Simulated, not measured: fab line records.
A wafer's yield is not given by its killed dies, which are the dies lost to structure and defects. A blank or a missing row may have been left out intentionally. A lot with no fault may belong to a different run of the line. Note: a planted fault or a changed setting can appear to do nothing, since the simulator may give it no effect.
A struck lot beside a sound one || flow n5_finfet || 38 steps out of a route of 1938
Sound: wafers L494.2, L494.3, L494.4. Wafers struck: L503.3, L503.4. Last of all comes the cause.
Per side, at each step with rows, come the tool, then ch with its chambers, and then its first start. Under that, the readings that differ: sound wafers || struck wafers || difference of the means || sigmas: that difference in standard deviations of wafers without a fault.
alike: a reading whose means differ by less than 2 such deviations, as well as words and numbers matching on both sides. not compared: withheld readings; readings where some wafer has no value; bounds like >300 that might hide an equal value; numbers whose values overlap and for which the record gives no deviation.
The two part at a step that has a row with sigmas, a row that says differs or no value, or rows on one side only. Numbers that don't overlap but have no deviation are shown without sigmas and don't part them. A reading missing from all wafers of one side parts the sides only when that side holds two or more wafers.

first, 9 steps without rows for these wafers: N5_FIN_SAQP_PRECLEAN_42 (cleans in O3/DIW, time 60 s); N5_FIN_SAQP_PRECLEAN_00 (cleans in SC1, time 60 s); N5_FIN_SAQP_PRECLEAN_44 (cleans in SC2, time 45 s); N5_FIN_SAQP_SRD_01 (time 30 s); N5_FIN_SAQP_ALD_61 (deposits SiO2, target thk 4 nm, pulse time 1 s, purge time 2 s); N5_FIN_SAQP_DENSIFY_62 (time 60 s); N5_FIN_SAQP_HM_DEP_03 (deposits SiNx from SiH4/NH3/N2, target thk 38 nm, time 33.6 s); N5_FIN_SAQP_PECVD_47 (deposits a-Si from SiH4/He, target thk 45 nm, time 36.3 s); N5_FIN_SAQP_PECVD_48 (deposits SiNx from SiH4/NH3/N2, target thk 25 nm, time 22.1 s).
N5_FIN_SAQP_PECVD_06: deposits a-Si from SiH4/He, target thk 60 nm, time 48.1 s.
  sound on pecvd-02 ch 0,1, day 3 01:26; struck on pecvd-02 ch 0,1, day 5 04:53
{"reading": "model.a-Si_of_FIN_SAQP_PECVD_06.thk_nm (nm)", "sound": "59.49 61.41 60.57", "struck": "97.79 100.3", "difference": "+38.55", "sigmas": ""}
  alike: heater_power_w, showerhead_plenum_p_Torr, throttle_valve_pct
N5_FIN_SAQP_THK_MEAS_07:
  struck on film_metro-01, day 5 04:59; sound on film_metro-02, day 3 01:34
{"reading": "thk_nm (nm)", "sound": "59.5 61.4 60.6", "struck": "97.8 100.3", "difference": "+38.5", "sigmas": "+48"}
then, 15 steps without rows for these wafers: N5_FIN_SAQP_HM_DEP_72 (deposits SiO2 from SiH4/N2O, target thk 12 nm, time 7.2 s); N5_FIN_SAQP_COAT_49 (time 60 s, resist thk 100 nm); N5_FIN_SAQP_COAT_50 (time 60 s, resist thk 35 nm); N5_FIN_SAQP_COAT_10 (resist thk 90 nm); N5_FIN_SAQP_EBR_12; N5_FIN_SAQP_SOFTBAKE_11 (time 60 s); N5_FIN_SAQP_EXPOSE_13 (exposes mask FIN CORE, target cd 35.6 nm); N5_FIN_SAQP_PEB_14 (peb time 60 s); N5_FIN_SAQP_DEVELOP_15 (develop time 30 s); N5_FIN_SAQP_DESCUM_21 (chemistry O2, time 7.9 s); N5_FIN_SAQP_ETCH_51 (etches SiARC in CF4, target depth 45.5 nm, time 75.8 s); N5_FIN_SAQP_ETCH_52 (etches SOC in N2/H2, target depth 100 nm, overetch 20 nm, time 150 s); N5_FIN_SAQP_STRIP_53 (strips in N2/H2); N5_FIN_SAQP_HM_OPEN_73 (chemistry CHF3/O2, target SiO2, stops on a-Si, target depth 12 nm, time 16.8 s); N5_FIN_SAQP_STRIP_74 (strips in CHF3/O2).
N5_FIN_SAQP_MANDREL_ETCH_22: etches a-Si in HBr/Cl2, stops on SiNx, target depth 60 nm, bt time 10 s, time 30 s.
  sound on rie_si-02 ch 1,2,3, day 3 02:25; struck on rie_si-02 ch 2,3, day 5 05:50
{"reading": "oes_product_au (a.u.)", "sound": "0.752 0.782 0.771", "struck": "0.972 0.993", "difference": "+0.214", "sigmas": "+16"}
{"reading": "model.etch.depth_nm (nm)", "sound": "59.49 61.41 60.57", "struck": "87.47 89.62", "difference": "+28.05", "sigmas": ""}
  alike: HBr_flow_sccm, drypump_motor_current_A, throttle_valve_pct
  not compared: rf_hours_counter_h
then, 5 steps without rows for these wafers: N5_FIN_SAQP_STRIP_55 (strips in N2/H2); N5_FIN_SAQP_STRIP_23 (strips in SPM, time 750 s); N5_FIN_SAQP_SRD_66 (time 30 s); N5_FIN_SAQP_RECESS_75 (chemistry HF/NH3, target SiO2, target depth 14.4 nm, afs cycles 3, sublimation time 60 s); N5_FIN_SAQP_SPACER1_ALD_24 (deposits SiO2, target thk 20.3 nm, pulse time 1 s, purge time 2 s).
N5_FIN_SAQP_SPACER1_ETCHBACK_25: etches SiO2 in CHF3/O2, target depth 24.4 nm, time 12.2 s.
  sound on rie_diel-02 ch 0,1,2, day 3 04:25; struck on rie_diel-02 ch 1,2, day 5 07:22
{"reading": "oes_product_au (a.u.)", "sound": "0.73 0.74 0.79", "struck": "0.28 0.29", "difference": -0.47, "sigmas": -5}
{"reading": "model.a-Si_of_FIN_SAQP_PECVD_06.thk_nm (nm)", "sound": "58.6 60.6 59.6", "struck": "96.8 99.4", "difference": "+38.5", "sigmas": ""}
  alike: drypump_motor_current_A, rf_vpp_V, showerhead_plenum_p_Torr, throttle_valve_pct
  not compared: rf_hours_counter_h
then, 2 steps without rows for these wafers: N5_FIN_SAQP_MANDREL1_REMOVE_56 (chemistry HBr/Cl2/O2, target a-Si, stops on SiNx, bt time 10 s); N5_FIN_SAQP_ETCH_57 (etches SiNx in CH3F/O2, target depth 32.5 nm, time 46.4 s).
N5_FIN_SAQP_INSPECT_40: inspects for defects (brightfield).
  struck on defect_inspect-01, day 5 09:42; sound on defect_inspect-01, day 3 06:58
{"reading": "raw_defect_count", "sound": "249 143 146", "struck": "2069 1865", "difference": "+1788", "sigmas": "+23"}
N5_BEOL_M4_RC_MEAS_101:
  the record has rows for the sound wafers here (prober-01 ch 0, day 8 22:09) and none for the struck ones
-- the record jumps here: 11 days lie between the struck wafers' starts before and after (it left off in module BEOL_M4 and takes up again in module PASSIVATION, whose first step shown is number 1936 of the route) --
N5_PASSIVATION_PROBE_49:
  struck on prober-02, day 15 23:41; sound on prober-02, day 13 05:28
{"reading": "defect_limited_yield (%)", "sound": "91.9 93.1 95.0", "struck": "0 0", "difference": -93, "sigmas": -62}
{"reading": "killed_at_front_end", "sound": "28 27 15", "struck": "1115 1086", "difference": "+1077", "sigmas": "+83"}
{"reading": "killed_dies", "sound": "95 81 59", "struck": "1180 1180", "difference": "+1102", "sigmas": "+61"}
{"reading": "killed_on_rim", "sound": "8 10 5", "struck": "152 152", "difference": "+144", "sigmas": "+33"}
{"reading": "sort_bin_5_function (%)", "sound": "5.1 3.6 2.0", "struck": "95.7 95.6", "difference": "+92.1", "sigmas": "+93"}
{"reading": "sort_n_pass", "sound": "1085 1099 1121", "struck": "0 0", "difference": -1102, "sigmas": -61}
{"reading": "sort_yield_pct (%)", "sound": "91.9 93.1 95.0", "struck": "0 0", "difference": -93, "sigmas": -62}
  alike: killed_at_M0_to_M3, killed_at_M4_up, killed_at_contacts, killed_at_other, killed_open, killed_short, sort_bin_6_memory

== WHERE THEY PART ==
First at N5_FIN_SAQP_THK_MEAS_07; last, within this record, at N5_PASSIVATION_PROBE_49.

WHY: whatever the simulator had introduced
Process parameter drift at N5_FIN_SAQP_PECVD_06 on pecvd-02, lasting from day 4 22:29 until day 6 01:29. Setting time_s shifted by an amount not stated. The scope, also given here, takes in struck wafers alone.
